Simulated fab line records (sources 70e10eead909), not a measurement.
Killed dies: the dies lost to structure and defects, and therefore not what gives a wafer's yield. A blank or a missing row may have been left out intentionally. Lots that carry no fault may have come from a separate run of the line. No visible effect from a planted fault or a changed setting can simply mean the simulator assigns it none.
fab line records	flow nand-harc
record lots=7	wafers=21	last-day=33
route steps=1302 shown A_CONTACT@995 END@1302
lots untouched by any fault: they come from a run of this same line in which no faults occurred
start-h: hours from the record's opening day to when the first of the lot's shown wafers began	wait-h: hours elapsed since this lot's preceding step	" the same as in the row above	L1.1+2: several wafers, shown together as one row	- no value, or no start was given	* or withheld: withheld	< > ~ a bound
route shown NAME@n: a module of which the file shows steps, and the number in the route of the first	usual: the fault-free wafers' mean and standard deviation	same: alike in all rows	chamber/n: place in a boat	sites: the reading at each site	_std_site: standard deviation across them	_edge_site: the outer-site mean with the inner-site mean subtracted	radius-mm: how far each site lies from the wafer's centre	mask NAME#n: copy n	behind: the tool/chamber that last shaped the wafer	hold: why the lot went on hold/how many hours it stayed there/how the hold came to an end	device: names the non-switching transistor (n, p or np)	end of line: the tests these same wafers got at the end of their route	a step with no rows: only its recipe	killed: dies that structure and defects cost at the first sort, which is not the same as the wafer's yield	map: dies across one wafer; x = killed, . = not, _ = none there
set.NAME: the setting the step ran with; set.NAME@STEP: the setting that earlier step ran with	model.NAME: the simulator's own value behind a step, which no gauge read
a table for each step, a row for each wafer; lots at some steps of the route
services: a tool's chamber out of use, with start hour (start-h, from the record's first day; less than 0 if before it), hours out, and reason
## steps
# step NHARC_A_CONTACT_PEB_40
# recipe peb-temp-c=100	peb-time-s=65
# step NHARC_A_CONTACT_DEVELOP_41
# recipe develop-time-s=35	dev-temp-c=23
# step NHARC_A_CONTACT_CD_MEAS_42
# recipe target-cd-nm=300	landing-energy-ev=500
# usual cd-nm=299.7/0.59
lot.wafer	tool	chamber	start-h	wait-h	cd-nm
L676.2	cd-sem-01	0	503.68	-	298.7
L676.3	"	0	"	"	299.2
L676.4	"	0	"	"	299.0
L681.1	cd-sem-03	0	567.69	-	299.4
L681.2	"	0	"	"	299.2
L681.3	"	0	"	"	299.2
L687.4	cd-sem-02	0	620.83	-	299.2
L687.5	"	0	"	"	299.6
L687.6	"	0	"	"	299.4
L690.2	cd-sem-02	0	631.33	-	299.8
L690.5	"	0	"	"	300.4
L690.6	"	0	"	"	301.0
L688.2	cd-sem-02	0	638.36	-	299.5
L688.5	"	0	"	"	299.1
L688.6	"	0	"	"	300.2
L693.2	cd-sem-03	0	684.83	-	299.9
L693.4	"	0	"	"	299.3
L693.6	"	0	"	"	300.3
L697.2	cd-sem-02	0	711.07	-	300.3
L697.3	"	0	"	"	298.6
L697.4	"	0	"	"	300.3
# step NHARC_A_CONTACT_OVL_MEAS_43
# usual overlay-x-nm=0.1/0.74	overlay-y-nm=0.2/0.62
lot.wafer	tool	chamber	start-h	wait-h	overlay-x-nm	overlay-y-nm
L676.2	overlay-01	-	503.77	-	0.0	0.5
L676.3	"	-	"	"	-0.7	0.3
L676.4	"	-	"	"	-0.2	0.4
L681.1	overlay-02	-	567.78	-	-0.5	-0.7
L681.2	"	-	"	"	-0.8	-0.5
L681.3	"	-	"	"	-0.9	-0.2
L687.4	overlay-02	-	620.91	-	-0.7	-0.4
L687.5	"	-	"	"	-1.1	-0.7
L687.6	"	-	"	"	-0.9	-0.3
L690.2	overlay-02	-	631.41	-	1.0	-1.2
L690.5	"	-	"	"	0.8	-0.6
L690.6	"	-	"	"	0.8	-1.5
L688.2	overlay-02	-	638.45	-	1.7	0.1
L688.5	"	-	"	"	1.3	0.4
L688.6	"	-	"	"	1.1	0.7
L693.2	overlay-01	-	684.92	-	0.2	0.1
L693.4	"	-	"	"	-0.6	-0.1
L693.6	"	-	"	"	-0.6	0.4
L697.2	overlay-02	-	711.16	-	-1.0	0.5
L697.3	"	-	"	"	-0.5	0.8
L697.4	"	-	"	"	-1.0	0.4
# step NHARC_A_CONTACT_INSPECT_44
# usual raw-defect-count=78/39
lot.wafer	tool	chamber	start-h	wait-h	raw-defect-count
L676.2	defect-inspect-01	-	503.80	0.0	19
L676.3	"	-	"	"	17
L676.4	"	-	"	"	16
L681.1	defect-inspect-01	-	567.82	0.0	109
L681.2	"	-	"	"	131
L681.3	"	-	"	"	112
L687.4	defect-inspect-01	-	620.95	0.0	124
L687.5	"	-	"	"	122
L687.6	"	-	"	"	123
L690.2	defect-inspect-01	-	631.45	0.0	69
L690.5	"	-	"	"	66
L690.6	"	-	"	"	57
L688.2	defect-inspect-02	-	638.48	0.0	63
L688.5	"	-	"	"	86
L688.6	"	-	"	"	64
L693.2	defect-inspect-01	-	684.96	0.0	70
L693.4	"	-	"	"	63
L693.6	"	-	"	"	60
L697.2	defect-inspect-02	-	711.19	0.0	52
L697.3	"	-	"	"	63
L697.4	"	-	"	"	47
# step NHARC_A_CONTACT_DESCUM_47
# recipe time-s=3	o2-flow-sccm=200	ar-flow-sccm=0	bias-power-w=0	chemistry=O2
# step NHARC_A_CONTACT_ETCH_48
# recipe target-depth-a=390	over-etch-frac=0.3	time-s=65	ion-energy-ev=80	cf4-flow-sccm=150	ar-flow-sccm=0	rf-w=300	bias-w=100	chemistry=CF4
# usual bias-w=100.0/0.33	cf4-flow-sccm=150.0/0.47	drypump-motor-current-A=5.5/0.42	oes-product-au=0.999/0.013	rf-vpp-V=151.2/1.3	showerhead-plenum-p-Torr=1.76/0.086	throttle-valve-pct=13.283/0.0089
lot.wafer	tool	chamber	start-h	wait-h	bias-w	cf4-flow-sccm	drypump-motor-current-A	oes-product-au	rf-hours-counter-h	rf-vpp-V	showerhead-plenum-p-Torr	throttle-valve-pct
L676.3	rie-diel-02	0	504.14	0.1	100.6	149.8	5.5	1.007	34	148.7	1.64	13.281
L676.2	"	2	"	"	100.8	149.9	4.7	1.006	35	149.3	1.73	13.276
L676.4	"	3	"	"	99.6	150.3	6.0	1.003	33	149.8	1.68	13.292
L681.1	rie-diel-09	0	567.97	0.1	99.8	150.2	5.3	0.984	16	150.8	1.76	13.290
L681.2	"	1	"	"	99.5	149.9	5.5	0.989	17	152.6	1.83	13.282
L681.3	"	2	"	"	99.8	150.1	5.5	0.998	19	152.3	1.78	13.293
L687.4	rie-diel-03	3	621.10	0.1	99.2	149.1	5.5	0.999	27	151.8	1.86	13.286
L687.6	"	1	"	"	99.9	149.5	5.0	0.981	-	151.8	1.78	13.285
L687.5	"	2	"	"	99.9	149.9	5.4	0.995	-	149.3	1.64	13.290
L690.2	rie-diel-09	3	631.68	0.1	100.7	148.7	6.6	1.024	42	151.5	1.81	13.263
L690.5	"	1	"	"	100.0	150.3	5.6	0.973	-	151.7	1.82	13.286
L690.6	"	2	"	"	100.0	149.0	5.5	1.013	-	152.0	1.78	13.291
L688.2	rie-diel-09	2	638.94	0.1	99.6	149.7	5.5	1.007	47	151.7	1.78	13.272
L688.6	"	2	"	"	99.3	149.5	5.5	1.007	-	152.0	1.78	13.283
L688.5	"	3	"	"	100.0	150.2	6.6	1.028	-	151.4	1.81	13.288
L693.4	rie-diel-09	2	685.11	0.1	100.3	149.8	5.5	1.007	0	150.9	1.77	13.287
L693.2	"	0	"	"	99.9	150.3	5.3	0.996	0	150.1	1.75	13.276
L693.6	"	2	"	"	100.4	149.8	5.5	1.004	-	149.9	1.77	13.282
L697.2	rie-diel-03	2	711.34	0.1	99.7	150.0	5.4	1.003	12	154.3	1.90	13.270
L697.4	"	3	"	"	100.3	149.3	5.4	1.005	12	153.1	1.85	13.278
L697.3	"	0	"	"	99.9	149.2	5.7	0.998	11	149.0	1.65	13.271
# step NHARC_A_CONTACT_ETCH_49
# recipe target-depth-a=2600	over-etch-frac=0.3	time-s=475.3	ion-energy-ev=200	n2-flow-sccm=150	h2-flow-sccm=150	ar-flow-sccm=0	rf-w=400	bias-w=150	chemistry=N2/H2
# step NHARC_A_CONTACT_ETCH_50
# recipe target-depth-a=1210	time-s=60.5	cf4-flow-sccm=100	chf3-flow-sccm=30	ar-flow-sccm=0	rf-w=500	bias-w=200	chemistry=CF4/CHF3
# usual bias-w=200.0/0.59	cf4-flow-sccm=100.0/0.32	drypump-motor-current-A=5.5/0.4	oes-product-au=0.957/0.024	rf-vpp-V=370.4/2.7	showerhead-plenum-p-Torr=1.57/0.078	throttle-valve-pct=16.803/0.0095
lot.wafer	tool	chamber	start-h	wait-h	bias-w	cf4-flow-sccm	drypump-motor-current-A	oes-product-au	rf-hours-counter-h	rf-vpp-V	showerhead-plenum-p-Torr	throttle-valve-pct
L676.3	rie-diel-02	0	-	-	199.2	100.0	5.6	0.930	34	366.8	1.46	16.815
L676.2	"	1	"	"	199.0	99.9	6.0	0.916	37	368.3	1.48	16.802
L676.4	"	3	"	"	198.7	100.1	6.1	0.922	34	368.1	1.50	16.810
L681.3	rie-diel-09	1	-	-	201.2	100.1	5.6	0.948	17	372.4	1.63	16.805
L681.1	"	2	"	"	200.6	100.0	5.5	0.975	19	371.4	1.59	16.798
L681.2	"	3	"	"	199.6	100.3	6.6	0.992	19	371.3	1.62	16.800
L687.4	rie-diel-03	2	-	-	199.9	99.7	5.4	0.982	26	365.2	1.46	16.814
L687.6	"	3	"	"	200.1	100.1	5.4	0.989	-	372.9	1.65	16.796
L687.5	"	0	"	"	199.8	100.2	5.7	0.958	-	368.6	1.47	16.809
L690.2	rie-diel-09	2	-	-	200.4	100.3	5.5	0.935	44	371.9	1.58	16.806
L690.5	"	0	"	"	200.4	100.2	5.3	0.925	-	369.9	1.56	16.815
L690.6	"	1	"	"	200.2	100.2	5.6	0.896	-	372.9	1.62	16.814
L688.2	rie-diel-09	1	-	-	199.9	100.0	5.5	0.897	44	371.4	1.62	16.815
L688.6	"	0	"	"	199.6	99.8	5.3	0.912	-	369.4	1.56	16.793
L688.5	"	1	"	"	200.9	99.8	5.5	0.893	-	373.3	1.62	16.801
L693.4	rie-diel-09	0	-	-	201.1	99.8	5.3	0.989	4	371.2	1.55	16.780
L693.2	"	3	"	"	200.3	100.1	6.6	0.975	4	371.9	1.61	16.813
L693.6	"	0	"	"	200.4	100.4	5.3	0.986	-	370.1	1.55	16.795
L697.4	rie-diel-03	2	-	-	199.8	99.9	5.4	0.966	12	375.4	1.70	16.806
L697.2	"	3	"	"	200.3	100.2	5.4	0.966	12	373.6	1.65	16.823
L697.3	"	1	"	"	200.5	99.6	5.0	0.965	11	370.6	1.58	16.802
# step NHARC_A_CONTACT_ETCH_51
# recipe target-depth-a=70000	over-etch-frac=0.3	time-s=1820	ion-energy-ev=150	o2-flow-sccm=400	cos-flow-sccm=20	ar-flow-sccm=0	rf-w=500	bias-w=300	chemistry=O2/COS
# usual bias-w=300.0/0.91	chamber-pressure-mTorr=20.003/0.02	drypump-motor-current-A=5.5/0.41	oes-product-au=0.998/0.011	rf-vpp-V=314.2/2.5	showerhead-plenum-p-Torr=3.12/0.16	throttle-valve-pct=28.330/0.0087
lot.wafer	tool	chamber	start-h	wait-h	bias-w	chamber-pressure-mTorr	drypump-motor-current-A	oes-product-au	rf-hours-counter-h	rf-vpp-V	showerhead-plenum-p-Torr	throttle-valve-pct
L676.4	rie-diel-02	2	-	-	300.8	19.999	4.8	0.998	36	313.2	3.04	28.327
L676.3	"	0	"	"	300.7	19.983	5.6	1.010	35	311.0	2.89	28.331
L676.2	"	1	"	"	299.5	20.002	6.1	0.995	37	312.0	2.94	28.322
L681.2	rie-diel-09	0	-	-	300.8	19.990	5.3	0.974	17	313.0	3.10	28.334
L681.1	"	2	"	"	299.6	19.998	5.5	1.002	20	314.1	3.15	28.327
L681.3	"	3	"	"	301.0	20.003	6.7	1.027	19	315.6	3.21	28.331
L687.4	rie-diel-03	1	-	-	299.9	19.988	5.0	0.977	28	312.0	3.14	28.304
L687.6	"	3	"	"	299.6	20.001	5.4	1.002	-	315.6	3.28	28.324
L687.5	"	0	"	"	298.9	20.022	5.8	0.991	-	311.1	2.91	28.329
L690.2	rie-diel-09	2	-	-	301.1	20.021	5.5	1.007	44	313.8	3.14	28.349
L690.5	"	1	"	"	301.1	20.025	5.6	0.981	-	315.4	3.22	28.324
L690.6	"	2	"	"	300.0	20.013	5.5	1.001	-	314.7	3.14	28.329
L688.2	rie-diel-09	0	-	-	299.4	20.024	5.4	0.998	43	312.9	3.09	28.331
L688.6	"	2	"	"	299.0	19.986	5.5	1.008	-	314.0	3.14	28.324
L688.5	"	3	"	"	299.5	19.984	6.7	1.032	-	315.0	3.20	28.326
L693.4	rie-diel-09	3	-	-	300.5	20.004	6.6	1.000	4	314.0	3.19	28.321
L693.2	"	0	"	"	298.4	19.976	5.3	1.008	4	312.6	3.08	28.334
L693.6	"	2	"	"	298.8	20.000	5.5	1.001	-	314.9	3.13	28.336
L697.2	rie-diel-03	0	-	-	299.3	20.010	5.7	1.003	11	311.6	2.91	28.330
L697.4	"	1	"	"	298.4	20.004	5.0	1.000	11	315.2	3.13	28.321
L697.3	"	2	"	"	301.2	19.971	5.4	1.001	12	318.1	3.37	28.331
# step NHARC_A_CONTACT_ETCH_111
# recipe source-w=withheld	pressure-mtorr=20	bias-v=withheld	time-s=140	target-depth-a=7000	ar-flow-sccm=withheld	c4f8-flow-sccm=withheld	o2-flow-sccm=withheld	chemistry=C4F8/O2/Ar
# step NHARC_A_CONTACT_ETCH_112
# recipe source-w=withheld	pressure-mtorr=20	bias-v=3000	time-s=190	target-depth-a=18500	ar-flow-sccm=withheld	c4f8-flow-sccm=withheld	o2-flow-sccm=withheld	chemistry=C4F8/O2/Ar
# usual chamber-pressure-mTorr=20.000/0.02	oes-air-line-au=0.999/0.017
lot.wafer	tool	chamber	start-h	wait-h	chamber-pressure-mTorr	oes-air-line-au	rf-hours-counter-h
L676.2	har-cap-etch-02	1	506.33	0.2	19.969	1.001	85
L676.4	"	1	"	"	19.988	1.009	-
L676.3	"	0	"	"	20.007	1.020	-
L681.2	har-cap-etch-03	1	569.97	0.2	19.968	1.019	50
L681.1	"	0	"	"	20.001	0.987	50
L681.3	"	1	"	"	20.015	1.002	-
L687.4	har-cap-etch-03	1	623.19	0.2	20.015	0.997	-
L687.6	"	1	"	"	20.021	0.975	-
L687.5	"	0	"	"	19.962	1.001	-
L690.2	har-cap-etch-02	1	634.36	0.2	20.043	1.011	110
L690.6	"	0	"	"	19.967	1.014	-
L690.5	"	1	"	"	19.977	1.005	-
L688.2	har-cap-etch-01	0	641.06	0.2	19.985	0.981	27
L688.5	"	1	"	"	19.989	0.980	-
L688.6	"	0	"	"	19.990	0.967	-
L693.2	har-cap-etch-03	0	689.88	0.2	20.009	1.005	72
L693.4	"	1	"	"	20.016	1.023	-
L693.6	"	0	"	"	20.042	0.997	-
L697.2	har-cap-etch-01	0	713.31	0.2	19.996	1.012	41
L697.4	"	1	"	"	20.011	0.970	-
L697.3	"	0	"	"	20.000	1.033	-
# step NHARC_A_CONTACT_ETCH_113
# recipe source-w=withheld	pressure-mtorr=20	bias-v=3000	time-s=190	target-depth-a=18500	ar-flow-sccm=withheld	c4f8-flow-sccm=withheld	o2-flow-sccm=withheld	chemistry=C4F8/O2/Ar
# usual chamber-pressure-mTorr=20.000/0.017	oes-air-line-au=1.000/0.021
lot.wafer	tool	chamber	start-h	wait-h	chamber-pressure-mTorr	oes-air-line-au	rf-hours-counter-h
L676.2	har-cap-etch-02	1	506.50	0.1	20.005	1.035	85
L676.4	"	1	"	"	19.975	1.014	-
L676.3	"	0	"	"	19.968	1.019	-
L681.2	har-cap-etch-03	1	570.20	0.2	20.013	1.028	51
L681.1	"	0	"	"	20.005	0.991	51
L681.3	"	1	"	"	19.965	1.012	-
L687.4	har-cap-etch-03	1	623.42	0.2	-	-	-
L687.6	"	1	"	"	-	-	-
L687.5	"	0	"	"	-	-	-
L690.2	har-cap-etch-02	1	634.53	0.1	-	-	-
L690.6	"	0	"	"	-	-	-
L690.5	"	1	"	"	-	-	-
L688.2	har-cap-etch-01	0	641.29	0.2	-	-	-
L688.5	"	1	"	"	-	-	-
L688.6	"	0	"	"	-	-	-
L693.2	har-cap-etch-03	0	690.05	0.1	20.007	1.007	72
L693.4	"	1	"	"	19.994	0.936	-
L693.6	"	0	"	"	19.994	1.035	-
L697.2	har-cap-etch-01	0	713.48	0.1	20.019	0.976	41
L697.4	"	1	"	"	20.021	0.993	-
L697.3	"	0	"	"	19.948	0.990	-
# step NHARC_A_CONTACT_ETCH_114
# recipe source-w=withheld	pressure-mtorr=20	bias-v=3000	time-s=190	target-depth-a=18500	ar-flow-sccm=withheld	c4f8-flow-sccm=withheld	o2-flow-sccm=withheld	chemistry=C4F8/O2/Ar
# usual chamber-pressure-mTorr=19.999/0.019	oes-air-line-au=1.000/0.018
lot.wafer	tool	chamber	start-h	wait-h	chamber-pressure-mTorr	oes-air-line-au	rf-hours-counter-h
L676.2	har-cap-etch-02	1	506.67	0.1	20.020	0.998	85
L676.4	"	1	"	"	20.005	1.024	-
L676.3	"	0	"	"	20.010	1.024	-
L681.2	har-cap-etch-03	1	570.42	0.2	19.982	1.014	51
L681.1	"	0	"	"	19.993	1.012	51
L681.3	"	1	"	"	20.009	1.039	-
L687.4	har-cap-etch-03	1	623.64	0.2	19.988	1.020	-
L687.6	"	1	"	"	20.036	1.046	-
L687.5	"	0	"	"	19.977	0.986	-
L690.2	har-cap-etch-02	1	634.71	0.1	20.008	0.996	110
L690.6	"	0	"	"	19.973	1.004	-
L690.5	"	1	"	"	20.020	0.985	-
L688.2	har-cap-etch-01	0	641.52	0.2	19.982	1.018	27
L688.5	"	1	"	"	19.999	0.988	-
L688.6	"	0	"	"	20.012	1.005	-
L693.2	har-cap-etch-03	0	690.22	0.1	19.975	0.988	72
L693.4	"	1	"	"	20.032	0.988	-
L693.6	"	0	"	"	20.030	0.986	-
L697.2	har-cap-etch-01	0	713.66	0.1	20.024	1.012	41
L697.4	"	1	"	"	20.015	0.997	-
L697.3	"	0	"	"	19.974	0.992	-
# step NHARC_END_SORT_01
# recipe temp-c=25
# usual killed-at-array=59/21	killed-at-other=1.0/1.1	killed-at-periphery=4.0/2.6	killed-dies=64/21	killed-open=3.2/1.7	killed-short=2.5/1.5
# same gross-dies=677
lot.wafer	tool	chamber	start-h	wait-h	killed-at-array	killed-at-other	killed-at-periphery	killed-dies	killed-open	killed-short
L687.4	prober-01	0	697.18	3.4	667	1	9	677	5	3
L687.5	prober-01	0	697.99	3.7	667	0	10	677	1	3
L687.6	prober-01	0	698.80	4.0	668	2	7	677	5	5
L690.2	prober-02	0	706.47	2.8	669	1	7	677	4	5
L690.5	prober-02	0	708.92	3.8	673	2	2	677	2	1
L690.6	prober-02	0	709.73	4.1	676	1	0	677	7	2
L688.2	prober-01	0	713.67	2.8	674	1	2	677	3	0
L688.5	prober-01	0	716.10	3.7	672	0	5	677	4	5
L688.6	prober-01	0	716.91	4.1	676	0	1	677	2	2
# killed by level:class
L687.4 A_CONTACT:area-etch=584 A_SLIT:chamber-film-flake=32 A_CHANNEL_HOLE_D1:chamber-film-flake=30 A_SGD_CUT:chamber-film-flake=7 P_ZERO_WELL:chamber-film-flake=4 P_M2:chamber-film-flake=4 A_CONTACT:chamber-film-flake=3 A_CHANNEL_FILL_D2:geometric-particle:open=2
L687.5 A_CONTACT:area-etch=577 A_SLIT:chamber-film-flake=41 A_CHANNEL_HOLE_D1:chamber-film-flake=31 A_CONTACT:chamber-film-flake=7 A_SGD_CUT:chamber-film-flake=6 P_M2:chamber-film-flake=5 P_STI:chamber-film-flake=3 P_CONTACT:geometric-particle:short=1
L687.6 A_CONTACT:area-etch=587 A_CHANNEL_HOLE_D1:chamber-film-flake=31 A_SLIT:chamber-film-flake=30 A_SGD_CUT:chamber-film-flake=6 A_CHANNEL_HOLE_D1:geometric-particle:open=2 P_ZERO_WELL:chamber-film-flake=2 P_M2:chamber-film-flake=2 A_WL_FILL:chamber-film-flake=2
L690.2 A_CONTACT:area-etch=603 A_CHANNEL_HOLE_D1:chamber-film-flake=29 A_SLIT:chamber-film-flake=7 A_STAIRCASE:chamber-film-flake=5 A_DECK1_JOINT:chamber-film-flake=5 A_CONTACT:chamber-film-flake=5 A_CHANNEL_HOLE_D2:chamber-film-flake=4 P_STI:chamber-film-flake=3
L690.5 A_CONTACT:area-etch=622 A_CHANNEL_HOLE_D1:chamber-film-flake=31 A_CONTACT:chamber-film-flake=6 A_STAIRCASE:chamber-film-flake=4 A_SLIT:chamber-film-flake=3 THIN_TSV:chamber-film-flake=2 A_WL_FILL:chamber-film-flake=2 P_CONTACT:geometric-particle:open=1
L690.6 A_CONTACT:area-etch=625 A_CHANNEL_HOLE_D1:chamber-film-flake=29 A_STAIRCASE:chamber-film-flake=4 A_CONTACT:chamber-film-flake=4 A_CONTACT:geometric-particle:open=2 A_M1:chamber-film-flake=2 A_SOURCE_PLATE:geometric-particle:open=1 A_ONON_D1:geometric-particle:short=1
L688.2 A_CONTACT:area-etch=617 A_CHANNEL_HOLE_D1:chamber-film-flake=32 A_CONTACT:chamber-film-flake=11 A_SLIT:chamber-film-flake=3 A_CONTACT:geometric-particle:open=2 P_ZERO_WELL:chamber-film-flake=2 A_ZERO_WELL:chamber-film-flake=2 A_CHANNEL_HOLE_D2:chamber-film-flake=2
L688.5 A_CONTACT:area-etch=606 A_CHANNEL_HOLE_D1:chamber-film-flake=34 A_CHANNEL_HOLE_D2:chamber-film-flake=7 A_STAIRCASE:chamber-film-flake=6 A_CONTACT:chamber-film-flake=4 A_WL_FILL:chamber-film-flake=3 A_CHANNEL_HOLE_D2:geometric-particle:short=2 P_ZERO_WELL:chamber-film-flake=2
L688.6 A_CONTACT:area-etch=617 A_CHANNEL_HOLE_D1:chamber-film-flake=33 A_CONTACT:chamber-film-flake=8 A_SLIT:chamber-film-flake=5 A_WL_FILL:chamber-film-flake=3 A_CHANNEL_HOLE_D2:chamber-film-flake=2 A_STAIRCASE:chamber-film-flake=2 P_M1:geometric-particle:short=1
# map L687.4 (x killed, . not)
____________x____________
_________xxxxxxx_________
_______xxxxxxxxxxx_______
______xxxxxxxxxxxxx______
_____xxxxxxxxxxxxxxx_____
____xxxxxxxxxxxxxxxxx____
____xxxxxxxxxxxxxxxxx____
___xxxxxxxxxxxxxxxxxxx___
___xxxxxxxxxxxxxxxxxxx___
__xxxxxxxxxxxxxxxxxxxxx__
__xxxxxxxxxxxxxxxxxxxxx__
_xxxxxxxxxxxxxxxxxxxxxxx_
_xxxxxxxxxxxxxxxxxxxxxxx_
_xxxxxxxxxxxxxxxxxxxxxxx_
_xxxxxxxxxxxxxxxxxxxxxxx_
_xxxxxxxxxxxxxxxxxxxxxxx_
xxxxxxxxxxxxxxxxxxxxxxxxx
xxxxxxxxxxxxxxxxxxxxxxxxx
xxxxxxxxxxxxxxxxxxxxxxxxx
xxxxxxxxxxxxxxxxxxxxxxxxx
xxxxxxxxxxxxxxxxxxxxxxxxx
_xxxxxxxxxxxxxxxxxxxxxxx_
_xxxxxxxxxxxxxxxxxxxxxxx_
_xxxxxxxxxxxxxxxxxxxxxxx_
_xxxxxxxxxxxxxxxxxxxxxxx_
_xxxxxxxxxxxxxxxxxxxxxxx_
__xxxxxxxxxxxxxxxxxxxxx__
__xxxxxxxxxxxxxxxxxxxxx__
___xxxxxxxxxxxxxxxxxxx___
___xxxxxxxxxxxxxxxxxxx___
____xxxxxxxxxxxxxxxxx____
____xxxxxxxxxxxxxxxxx____
_____xxxxxxxxxxxxxxx_____
______xxxxxxxxxxxxx______
_______xxxxxxxxxxx_______
_________xxxxxxx_________
____________x____________
# map L688.2 (x killed, . not)
____________x____________
_________xxxxxxx_________
_______xxxxxxxxxxx_______
______xxxxxxxxxxxxx______
_____xxxxxxxxxxxxxxx_____
____xxxxxxxxxxxxxxxxx____
____xxxxxxxxxxxxxxxxx____
___xxxxxxxxxxxxxxxxxxx___
___xxxxxxxxxxxxxxxxxxx___
__xxxxxxxxxxxxxxxxxxxxx__
__xxxxxxxxxxxxxxxxxxxxx__
_xxxxxxxxxxxxxxxxxxxxxxx_
_xxxxxxxxxxxxxxxxxxxxxxx_
_xxxxxxxxxxxxxxxxxxxxxxx_
_xxxxxxxxxxxxxxxxxxxxxxx_
_xxxxxxxxxxxxxxxxxxxxxxx_
xxxxxxxxxxxxxxxxxxxxxxxxx
xxxxxxxxxxxxxxxxxxxxxxxxx
xxxxxxxxxxxxxxxxxxxxxxxxx
xxxxxxxxxxxxxxxxxxxxxxxxx
xxxxxxxxxxxxxxxxxxxxxxxxx
_xxxxxxxxxxxxxxxxxxxxxxx_
_xxxxxxxxxxxxxxxxxxxxxxx_
_xxxxxxxxxxxxxxxxxxxxxxx_
_xxxxxxxxxxxxxxxxxxxxxxx_
_xxxxxxxxxxxxxxxxxxxxxxx_
__xxxxxxxxxxxxxxxxxxxxx__
__xxxxxxxxxxxxxxxxxxxxx__
___xxxxxxxxxxxxxxxxxxx___
___xxxxxxxxxxxxxxxxxxx___
____xxxxxxxxxxxxxxxxx____
____xxxxxxxxxxxxxxxxx____
_____xxxxxxxxxxxxxxx_____
______xxxxxxxxxxxxx______
_______xxxxxxxxxxx_______
_________xxxxxxx_________
____________x____________
## services
tool	chamber	start-h	hours	kind
rie-diel-09	-	497.19	9.0	pm
rie-diel-09	0	497.19	9.0	vent-cycle
rie-diel-09	1	497.19	9.0	vent-cycle
rie-diel-09	2	497.19	9.0	vent-cycle
rie-diel-09	3	497.19	9.0	vent-cycle
har-cap-etch-01	-	497.62	17.0	pm
rie-diel-03	3	504.63	9.6	repair
rie-diel-09	0	506.19	-	clean
rie-diel-09	1	506.19	-	clean
rie-diel-09	2	506.19	-	clean
rie-diel-09	3	506.19	-	clean
rie-diel-09	3	506.19	-	consumable-replace:focus-ring
har-cap-etch-02	-	514.05	0.4	repair
rie-diel-02	1	529.22	12.6	repair
rie-diel-09	0	530.69	-	clean
rie-diel-02	-	571.09	9.0	pm
rie-diel-02	0	590.84	10.3	repair
rie-diel-02	2	600.13	4.2	repair
rie-diel-03	2	606.07	3.8	repair
rie-diel-02	0	611.89	2.5	repair
rie-diel-03	-	635.33	9.0	pm
rie-diel-09	-	674.19	9.0	pm
rie-diel-02	0	688.10	9.9	repair
rie-diel-09	3	691.61	5.4	repair
## key
first-sign step=NHARC_A_CONTACT_ETCH_113	reading=tool-record	direction=missing
effect step=NHARC_END_SORT_01	reading=killed-at-array	direction=up	sigmas=29	usual=59	struck=671
more-kills-born-at NHARC_A_CONTACT_ETCH_113@har-cap-etch-02=1850	NHARC_A_CONTACT_ETCH_113@har-cap-etch-01=1840	NHARC_A_CONTACT_ETCH_113@har-cap-etch-03=1748
met-at NHARC_A_CONTACT_ETCH_113
struck-wafers L687.4,L687.5,L687.6,L688.2,L688.5,L688.6,L690.2,L690.5,L690.6
later-rows-left-out L687.4,L687.5,L687.6,L688.2,L688.5,L688.6,L690.2,L690.5,L690.6
tester-left-out L687,L688,L690
onset-between 570.20 623.42
fault kind=skipped-step-whole	tool=har-cap-etch-01,har-cap-etch-02,har-cap-etch-03	chamber=-	onset-h=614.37	steps=NHARC_A_CONTACT_ETCH_113	scope=struck-lots-only
# tester-left-out: of these lots the tester's yield and bins aren't shown, on N5 and GAA mostly nor the transistor test; their killed dies are dies lost to structure and defects alone, not to doping, threshold or leakage, so they don't give the yield
# later-rows-left-out: the simulator's readings of these wafers behind a module that went badly wrong aren't trusted and aren't shown, but for the sort
